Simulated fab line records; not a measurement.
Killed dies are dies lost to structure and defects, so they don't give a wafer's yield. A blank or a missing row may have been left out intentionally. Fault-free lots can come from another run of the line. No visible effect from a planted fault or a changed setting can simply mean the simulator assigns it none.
fab line records + flow n5-finfet
record
- lots=5
- wafers=15
- last-day=17
route steps=1938 shown BEOL_M10@1482 PASSIVATION@1936
lots with no fault: from the same line, run without faults
start-h: the number of hours between the record's first day and the start of the first shown wafer of the lot + wait-h: hours elapsed since this lot's preceding step + " as in the row above + L1.1+2: several wafers, shown together as one row + - either no value or no given start + * or withheld: withheld + < > ~ a bound
route shown NAME@n: a module of which the file shows steps, and the number in the route of the first + usual: the fault-free wafers' mean and standard deviation + same: alike in all rows + chamber/n: place in a boat + sites: the reading at each site + _std_site: the standard deviation of these + _edge_site: inner sites' mean taken away from outer sites' mean + radius-mm: for every site, how far away it sits from the centre of the wafer + mask NAME#n: copy n + behind: tool/chamber where the wafer was last shaped + hold: the reason the lot was held/the length of the hold in hours/how it ended + device: the n, p or np transistor that did not switch + end of line: tests run on the same wafers once the route is complete + where a step has no rows: the recipe by itself + killed: not the wafer's yield, but the dies lost to structure and defects at the first sort + map: a wafer's dies, marking killed ones x, the rest . and places with no die _
set.NAME: the setting that was run; set.NAME@STEP: the one run at that earlier step + model.NAME: the simulator's own value behind a step, which no gauge read
lots at selected steps of the route; one table per step, one row per wafer
services: the hour from which a tool's chamber was out of use, counted from the record's first day as start-h (under 0 if before that day), plus the number of hours and why
## steps
# step N5_BEOL_M10_DEVELOP_10
# recipe
- develop-time-s=30
- developer=TMAH
- resist=CAR-ArF
- rinse-liquid=diw
- dry=air-spin
- dev-temp-c=23
# step N5_BEOL_M10_DESCUM_16
# recipe
- chemistry=O2
- time-s=7.9
- source-power-w=50
- bias-power-w=20
- pressure-mtorr=20
- rf-frequency-hz=2.712e+07
- temp-c=40
- resist=CAR-ArF
- o2-flow-sccm=225
# step N5_BEOL_M10_ETCH_61
# recipe
- chemistry=CF4
- target=SiARC
- target-depth-a=390
- mask-material=CAR-ArF
- time-s=65
- ion-energy-ev=80
- pressure-mtorr=40
- source-w=545
- bias-w=36
- Ar_flow_sccm=100
- cf4-flow-sccm=100
- ends=cleared
# step N5_BEOL_M10_ETCH_62
# recipe
- chemistry=N2/H2
- target=SOC
- target-depth-a=1100
- overetch-a=220
- mask-material=SiARC
- temp-c=40
- time-s=165
- ion-energy-ev=200
- pressure-mtorr=30
- source-w=840
- bias-w=150
- n2-flow-sccm=200
- h2-flow-sccm=200
# step N5_BEOL_M10_STRIP_68
# recipe
- chemistry=N2/H2
- temp-c=40
- n2-flow-sccm=200
- h2-flow-sccm=200
- rf-frequency-hz=6e+07
# step N5_BEOL_M10_STRIP_67
# recipe
- chemistry=CF4
- resist=SiARC
- power-w=300
- bias-power-w=75
- pressure-mtorr=50
- cf4-flow-sccm=150
- rf-frequency-hz=6e+07
# step N5_BEOL_M10_HM_OPEN_17
# recipe
- chemistry=Cl2/BCl3
- target-depth-a=200
- overetch-a=60
- target=TiN
- mask-material=SOC
- ion-energy-ev=150
- pressure-mtorr=10
- icp-w=1000
- bias-w=126
- Cl2_flow_sccm=53.25
- bcl3-flow-sccm=21.75
- Ar_flow_sccm=25
# step N5_BEOL_M10_STRIP_19
# recipe
- chemistry=O2
- power-w=400
- temp-c=40
- pressure-mtorr=30
- rf-frequency-hz=6e+07
- bias-power-w=0
- overash-fraction=0.2
- o2-flow-sccm=225
# step N5_BEOL_M10_COAT_63
# recipe
- resist=SOC
- temp-c=250
- time-s=60
- spin-rpm=1500
- resist-thk-nm=100
# usual
- spin-speed-rpm=1500.1/1.2
# same
- time-s=60
| lot.wafer | tool           | chamber | start-h | wait-h | spin-speed-rpm | model.SOC_of_BEOL_M10_COAT_63.thk-nm |
|-----------|----------------|---------|---------|--------|----------------|--------------------------------------|
| L801.2    | litho-track-01 | 0       | 236.97  | 1.5    | 1498.5         | 100.2                                |
| L801.4    | "              | 0       | "       | "      | 1502.6         | 100                                  |
| L801.6    | "              | 0       | "       | "      | 1502.4         | 100.2                                |
| L800.2    | litho-track-01 | 0       | 246.07  | 2.2    | 1698.2         | 94.2                                 |
| L800.3    | "              | 0       | "       | "      | 1698.2         | 94.4                                 |
| L800.6    | "              | 0       | "       | "      | 1698.9         | 94.4                                 |
| L803.3    | litho-track-01 | 0       | 262.56  | 0.0    | 1697.1         | 94.4                                 |
| L803.4    | "              | 0       | "       | "      | 1699.4         | 94.6                                 |
| L803.5    | "              | 0       | "       | "      | 1698.2         | 94.4                                 |
| L802.1    | litho-track-01 | 0       | 264.40  | 0.3    | 1699.5         | 94                                   |
| L802.3    | "              | 0       | "       | "      | 1700.7         | 94                                   |
| L802.5    | "              | 0       | "       | "      | 1697.3         | 94.2                                 |
| L817.1    | litho-track-04 | 0       | 355.19  | 1.2    | 1497.8         | 99.8                                 |
| L817.2    | "              | 0       | "       | "      | 1500.7         | 100.4                                |
| L817.4    | "              | 0       | "       | "      | 1498.9         | 100.2                                |
# step N5_BEOL_M10_COAT_64
# recipe
- resist=SiARC
- temp-c=220
- time-s=60
- spin-rpm=1500
- resist-thk-nm=30
# step N5_BEOL_M10_COAT_22
# recipe
- resist=CAR-ArF
- spin-rpm=1500
- resist-thk-nm=90
# step N5_BEOL_M10_EBR_24
# recipe
- solvent=PGMEA
- ebr-width-mm=1.5
# step N5_BEOL_M10_SOFTBAKE_23
# recipe
- temp-c=110
- time-s=60
- resist=CAR-ArF
# step N5_BEOL_M10_EXPOSE_25
# recipe
- mask-id=V9
- na=1.35
- source-shape=annular
- sigma-inner=0.5
- sigma-outer=0.8
- polarization=unpolarized
- dose-mj=85.5
# step N5_BEOL_M10_PEB_26
# recipe
- peb-temp-c=withheld
- peb-time-s=60
- resist=CAR-ArF
# step N5_BEOL_M10_DEVELOP_27
# recipe
- develop-time-s=30
- developer=TMAH
- resist=CAR-ArF
- rinse-liquid=diw
- dry=air-spin
- dev-temp-c=23
# step N5_BEOL_M10_DESCUM_33
# recipe
- chemistry=O2
- time-s=7.9
- source-power-w=50
- bias-power-w=20
- pressure-mtorr=20
- rf-frequency-hz=2.712e+07
- temp-c=40
- resist=CAR-ArF
- o2-flow-sccm=225
# step N5_BEOL_M10_ETCH_65
# recipe
- chemistry=CF4
- target=SiARC
- target-depth-a=390
- mask-material=CAR-ArF
- time-s=65
- ion-energy-ev=80
- pressure-mtorr=40
- source-w=545
- bias-w=36
- Ar_flow_sccm=100
- cf4-flow-sccm=100
- ends=cleared
# step N5_BEOL_M10_ETCH_66
# recipe
- chemistry=N2/H2
- target=SOC
- target-depth-a=1200
- overetch-a=240
- mask-material=SiARC
- temp-c=40
- time-s=180
- ion-energy-ev=200
- pressure-mtorr=30
- source-w=840
- bias-w=150
- n2-flow-sccm=200
- h2-flow-sccm=200
# usual
- drypump-motor-current-A=5.4/0.59
- oes-product-au=0.67/0.062
- rf-vpp-V=522.8/2.3
- showerhead-plenum-p-Torr=2.50/0.069
- throttle-valve-pct=17.67/0.23
# same
- time-s=180
| lot.wafer | tool        | chamber | start-h | wait-h | drypump-motor-current-A | oes-product-au | rf-hours-counter-h | rf-vpp-V | showerhead-plenum-p-Torr | throttle-valve-pct | model.etch.depth-nm |
|-----------|-------------|---------|---------|--------|-------------------------|----------------|--------------------|----------|--------------------------|--------------------|---------------------|
| L801.2    | rie-diel-05 | 1       | 237.40  | 0.0    | 6.4                     | 0.60           | 191                | 520.4    | 2.45                     | 18.06              | 100.2               |
| L801.4    | "           | 0       | "       | "      | 6.0                     | 0.71           | 30                 | 522.8    | 2.50                     | 17.47              | 99.98               |
| L801.6    | "           | 1       | "       | "      | 6.5                     | 0.60           | -                  | 520.2    | 2.45                     | 18.05              | 100.1               |
| L800.2    | rie-diel-05 | 1       | 246.61  | 0.0    | 6.5                     | 0.58           | 194                | 519.7    | 2.45                     | 18.05              | 94.21               |
| L800.3    | "           | 3       | "       | "      | 4.9                     | 0.56           | 210                | 519.4    | 2.41                     | 17.93              | 94.4                |
| L800.6    | "           | 3       | "       | "      | 4.9                     | 0.56           | -                  | 520.8    | 2.41                     | 17.92              | 94.45               |
| L803.3    | rie-diel-05 | 2       | 263.28  | 0.0    | 5.2                     | 0.62           | 97                 | 525.7    | 2.55                     | 17.34              | 94.39               |
| L803.4    | "           | 0       | "       | "      | 5.9                     | 0.69           | -                  | 522.2    | 2.50                     | 17.51              | 94.69               |
| L803.5    | "           | 2       | "       | "      | 5.2                     | 0.62           | -                  | 524.2    | 2.55                     | 17.33              | 94.42               |
| L802.1    | rie-diel-05 | 3       | 264.94  | 0.0    | 4.9                     | 0.55           | 218                | 520.8    | 2.41                     | 17.92              | 94.06               |
| L802.3    | "           | 2       | "       | "      | 5.2                     | 0.63           | 98                 | 523.3    | 2.55                     | 17.35              | 94.01               |
| L802.5    | "           | 0       | "       | "      | 5.9                     | 0.68           | -                  | 521.9    | 2.50                     | 17.50              | 94.23               |
| L817.1    | rie-diel-01 | 0       | 355.74  | 0.0    | 4.9                     | 0.66           | 78                 | 522.3    | 2.44                     | 17.56              | 99.78               |
| L817.2    | "           | 3       | "       | "      | 4.9                     | 0.69           | 54                 | 523.9    | 2.49                     | 17.50              | 100.4               |
| L817.4    | "           | 1       | "       | "      | 4.7                     | 0.79           | 7                  | 525.5    | 2.60                     | 17.52              | 100.3               |
# step N5_BEOL_M10_STRIP_69
# recipe
- chemistry=N2/H2
- temp-c=40
- n2-flow-sccm=200
- h2-flow-sccm=200
- rf-frequency-hz=6e+07
# step N5_BEOL_M10_VIA_ETCH_34
# recipe
- chemistry=C4F6/O2
- target=SiCOH_lowk
- target-depth-a=1845
- mask-material=SOC
- taper-deg=4
- time-s=69.2
- ion-energy-ev=250
- pressure-mtorr=30
- source-w=345
- bias-w=185
- Ar_flow_sccm=300
- C4F6_flow_sccm=10
- O2_flow_sccm=10
# usual
- drypump-motor-current-A=5.4/0.59
- oes-product-au=0.82/0.08
- rf-vpp-V=668/20
- showerhead-plenum-p-Torr=2.80/0.076
- throttle-valve-pct=20.74/0.28
# same
- time-s=69.2
| lot.wafer | tool        | chamber | start-h | wait-h | drypump-motor-current-A | oes-product-au | rf-hours-counter-h | rf-vpp-V | showerhead-plenum-p-Torr | throttle-valve-pct | model.SOC_of_BEOL_M10_COAT_63.thk-nm |
|-----------|-------------|---------|---------|--------|-------------------------|----------------|--------------------|----------|--------------------------|--------------------|--------------------------------------|
| L801.2    | rie-diel-05 | 1       | 237.52  | 0.0    | 6.4                     | 0.72           | 191                | 671      | 2.74                     | 21.04              | 92.6                                 |
| L801.4    | "           | 0       | "       | "      | 5.9                     | 0.90           | 30                 | 674      | 2.77                     | 20.42              | 92                                   |
| L801.6    | "           | 1       | "       | "      | 6.4                     | 0.72           | -                  | 673      | 2.74                     | 21.06              | 92.6                                 |
| L800.2    | rie-diel-05 | 1       | 246.74  | 0.0    | 6.4                     | 0.71           | 194                | 672      | 2.74                     | 21.08              | 86.8                                 |
| L800.3    | "           | 3       | "       | "      | 4.9                     | 0.72           | 210                | 636      | 2.72                     | 21.09              | 86.2                                 |
| L800.6    | "           | 3       | "       | "      | 4.9                     | 0.71           | -                  | 638      | 2.72                     | 21.11              | 86.4                                 |
| L803.3    | rie-diel-05 | 2       | 263.40  | 0.0    | 5.2                     | 0.80           | 97                 | 670      | 2.88                     | 20.57              | 86                                   |
| L803.4    | "           | 0       | "       | "      | 6.0                     | 0.86           | -                  | 672      | 2.77                     | 20.45              | 87                                   |
| L803.5    | "           | 2       | "       | "      | 5.2                     | 0.80           | -                  | 669      | 2.88                     | 20.57              | 86                                   |
| L802.1    | rie-diel-05 | 3       | 265.07  | 0.0    | 4.8                     | 0.70           | 218                | 638      | 2.72                     | 21.12              | 86                                   |
| L802.3    | "           | 2       | "       | "      | 5.2                     | 0.80           | 98                 | 670      | 2.88                     | 20.56              | 85.6                                 |
| L802.5    | "           | 0       | "       | "      | 6.0                     | 0.86           | -                  | 673      | 2.77                     | 20.45              | 86.4                                 |
| L817.1    | rie-diel-01 | 0       | 355.86  | 0.0    | 4.9                     | 0.83           | 78                 | 696      | 2.79                     | 20.94              | 91.6                                 |
| L817.2    | "           | 3       | "       | "      | 4.8                     | 0.86           | 54                 | 669      | 2.74                     | 20.36              | 92.2                                 |
| L817.4    | "           | 1       | "       | "      | 4.7                     | 0.97           | 7                  | 642      | 2.91                     | 20.72              | 92.2                                 |
# step N5_BEOL_M10_STRIP_73
# recipe
- chemistry=C4F6/O2
- resist=SiARC
- rf-frequency-hz=6e+07
# step N5_PASSIVATION_PROBE_49
# usual
- defect-limited-yield=91.1/1.5
- killed_at_M0_to_M3=35/11
- killed_at_M4_up=13/5.7
- killed-at-contacts=12/5.7
- killed-at-front-end=40/11
- killed-at-other=4/4.4
- killed-dies=105/18
- killed-open=68/14
- killed-short=34/7.4
- sort_bin_4_leakage=0.00/0.011
- sort_bin_5_function=5.2/1
- sort_bin_6_memory=3.3/0.67
- sort_bin_8_speed=0.04/0.29
- sort-n-pass=1074/18
- sort-yield-pct=91.0/1.5
# same
- gross-dies=1180
- killed-at-back-side=0
| lot.wafer | tool      | chamber | start-h | wait-h | defect-limited-yield[%] | killed_at_M0_to_M3 | killed_at_M4_up | killed-at-contacts | killed-at-front-end | killed-at-other | killed-dies | killed-open | killed-short | sort_bin_4_leakage[%] | sort_bin_5_function[%] | sort_bin_6_memory[%] | sort_bin_8_speed[%] | sort-n-pass | sort-yield-pct[%] |
|-----------|-----------|---------|---------|--------|-------------------------|--------------------|-----------------|--------------------|---------------------|-----------------|-------------|-------------|--------------|-----------------------|------------------------|----------------------|---------------------|-------------|-------------------|
| L803.3    | prober-02 | -       | 312.76  | 0.1    | 85.5                    | 23                 | 14              | 18                 | 34                  | 82              | 171         | 64          | 26           | 0                     | 11.5                   | 2.6                  | 0                   | 1009        | 85.5              |
| L803.4    | prober-02 | -       | 312.81  | 0.2    | 91.4                    | 43                 | 9               | 19                 | 30                  | 0               | 101         | 62          | 36           | 0                     | 5.1                    | 2.8                  | 0.08                | 1079        | 91.4              |
| L803.5    | prober-02 | -       | 312.86  | 0.2    | 85.5                    | 38                 | 13              | 19                 | 38                  | 63              | 171         | 71          | 40           | 0                     | 10.8                   | 3.6                  | 0                   | 1009        | 85.5              |
# killed by level:class
L803.3 PASSIVATION:area-etch=80 MOL_CONTACT_COAG:geometric-particle:open=15 FIN_SAQP:geometric-particle:open=7 STI_FIN_REVEAL:geometric-particle:open=6 BEOL_M1:geometric-particle:open=6 BEOL_M2:geometric-particle:open=5 GATE_CUT:geometric-particle:short=4 BEOL_M4:geometric-particle:open=4
L803.4 MOL_CONTACT_COAG:geometric-particle:open=14 BEOL_M1:geometric-particle:open=9 DUMMY_GATE:geometric-particle:open=8 BEOL_M1:geometric-particle:short=8 BEOL_M3:geometric-particle:open=7 BEOL_M2:geometric-particle:open=6 MOL_CONTACT_COAG:geometric-particle:short=5 BEOL_M0:geometric-particle:open=4
L803.5 PASSIVATION:area-etch=58 MOL_CONTACT_COAG:geometric-particle:open=17 DUMMY_GATE:geometric-particle:open=9 FIN_SAQP:geometric-particle:short=8 BEOL_M0_SAQP:geometric-particle:open=8 BEOL_M1:geometric-particle:short=6 GATE_CUT:geometric-particle:short=5 BEOL_M1:geometric-particle:open=5
## services
| tool        | chamber | start-h | hours | kind                          |
|-------------|---------|---------|-------|-------------------------------|
| rie-diel-05 | 1       | 254.24  | 8.0   | repair                        |
| rie-diel-01 | 0       | 269.87  | 1.4   | repair                        |
| rie-diel-05 | -       | 282.41  | 10.9  | repair                        |
| rie-diel-05 | 2       | 299.44  | 23.6  | repair                        |
| rie-diel-01 | 1       | 317.11  | -     | clean                         |
| rie-diel-01 | 1       | 317.11  | -     | consumable-replace:focus-ring |
| rie-diel-01 | 1       | 317.11  | 17.8  | scheduled-down                |
| rie-diel-01 | 1       | 317.11  | 17.8  | vent-cycle                    |
| rie-diel-05 | 1       | 319.97  | 6.9   | repair                        |
| rie-diel-01 | 1       | 350.04  | 2.2   | repair                        |
## key
first-sign
- step=N5_BEOL_M10_COAT_63
- reading=spin-speed-rpm
- direction=up
- sigmas=99+
- usual=*
- struck=*
effect none on later readings
model-effect
- step=N5_BEOL_M10_COAT_63
- value=SOC_of_BEOL_M10_COAT_63.thk-nm
- without=100.3
- struck=94.29
model-effect
- step=N5_BEOL_M10_ETCH_66
- value=etch.depth-nm
- without=100.4
- struck=94.32
model-effect
- step=N5_BEOL_M10_VIA_ETCH_34
- value=SOC_of_BEOL_M10_COAT_63.thk-nm
- without=92.33
- struck=86.27
met-at N5_BEOL_M10_COAT_63
struck-wafers L800.2,L800.3,L800.6,L802.1,L802.3,L802.5,L803.3,L803.4,L803.5
baseline-loss
- step=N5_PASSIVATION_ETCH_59
- wafers=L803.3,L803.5
onset-between 236.97 246.07
fault
- kind=process-parameter-drift
- tool=litho-track-01
- chamber=-
- onset-h=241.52
- steps=N5_BEOL_M10_COAT_63
- channel=spin-rpm
- offset=*
- shape=step
- end-h=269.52
- acts-in=*
- stated=*
# baseline-loss: these wafers lose ten dies or more at that step, a loss of the line's own and not of a fault; the sort's usual values leave them out
